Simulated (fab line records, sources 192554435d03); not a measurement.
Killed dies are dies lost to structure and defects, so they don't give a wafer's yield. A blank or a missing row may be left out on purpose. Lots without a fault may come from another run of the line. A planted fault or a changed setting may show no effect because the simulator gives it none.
One fault seen from 3 desks | flow n5_finfet | each desk has only its own numbers; what lay behind them comes last

THE DEFECT DESK
What the inspections along the route counted, lot by lot: means of the sampled wafers that have a number. A lot is out of limits, marked OUT, if its mean lies more than 4 standard deviations from the usual mean; the brackets give that distance.
Columns: A = raw_defect_count at N5_BEOL_M10_INSPECT_30, usual 403
lot  | first seen here | A
L206 | day 9 21:11     | 354
L212 | day 11 11:12    | 414
L217 | day 12 13:50    | 432
L221 | day 13 05:29    | 374
L222 | day 13 11:26    | 453
L225 | day 14 01:59    | 432
This desk's finding: nothing out of limits on any of the 6 lots.

THE METROLOGY DESK
What the gauges read, lot by lot, whatever tool the lot ran on: means of the sampled wafers that have a number. A lot is out of limits, marked OUT, if its mean lies more than 4 standard deviations from the usual mean; the brackets give that distance.
Columns: A = cd_nm at N5_BEOL_M10_CD_MEAS_28, usual 69.8 nm; B = V9_OVL at N5_BEOL_M10_OVL_MEAS_29, usual -0.1 nm
lot  | first seen here | A    | B
L206 | day 9 21:07     | 69.2 | 0.7
L212 | day 11 11:09    | 71.7 | -0.2
L217 | day 12 13:47    | 69.4 | -0.1
L221 | day 13 05:26    | 68.0 | -0.9
L222 | day 13 11:22    | 68.6 | -0.9
L225 | day 14 01:56    | 70.5 | -0.8
This desk's finding: nothing out of limits on any of the 6 lots.

THE TOOL OWNER'S DESK: rie_diel-04
The tool's own readings at N5_BEOL_M10_ETCH_66 (etches SOC in N2/H2, target depth 120 nm, overetch 24 nm, time 180 s): means of the sampled wafers that have a number, for each lot that ran on this tool. A lot is out of limits, marked OUT, if its mean lies more than 4 standard deviations from the usual mean; the brackets give that distance.
Columns: A = drypump_motor_current_A at N5_BEOL_M10_ETCH_66, usual 5.7 A; B = oes_product_au at N5_BEOL_M10_ETCH_66, usual 0.65 a.u.; C = rf_vpp_V at N5_BEOL_M10_ETCH_66, usual 523.7 V; D = showerhead_plenum_p_Torr at N5_BEOL_M10_ETCH_66, usual 2.53 Torr; E = throttle_valve_pct at N5_BEOL_M10_ETCH_66, usual 17.88 %
lot  | first seen here | A   | B    | C     | D    | E
L212 | day 11 11:23    | 5.8 | 0.61 | 523.0 | 2.50 | 17.98
L217 | day 12 13:58    | 5.9 | 0.63 | 521.9 | 2.47 | 17.79
L222 | day 13 11:32    | 5.9 | 0.61 | 522.5 | 2.49 | 17.91
This desk's finding: nothing out of limits on any of the 3 lots.

PUT TOGETHER
The defect desk saw nothing out of limits.
The metrology desk saw nothing out of limits.
The tool owner's desk saw nothing out of limits.

WHAT THE SIMULATOR HAD PUT IN
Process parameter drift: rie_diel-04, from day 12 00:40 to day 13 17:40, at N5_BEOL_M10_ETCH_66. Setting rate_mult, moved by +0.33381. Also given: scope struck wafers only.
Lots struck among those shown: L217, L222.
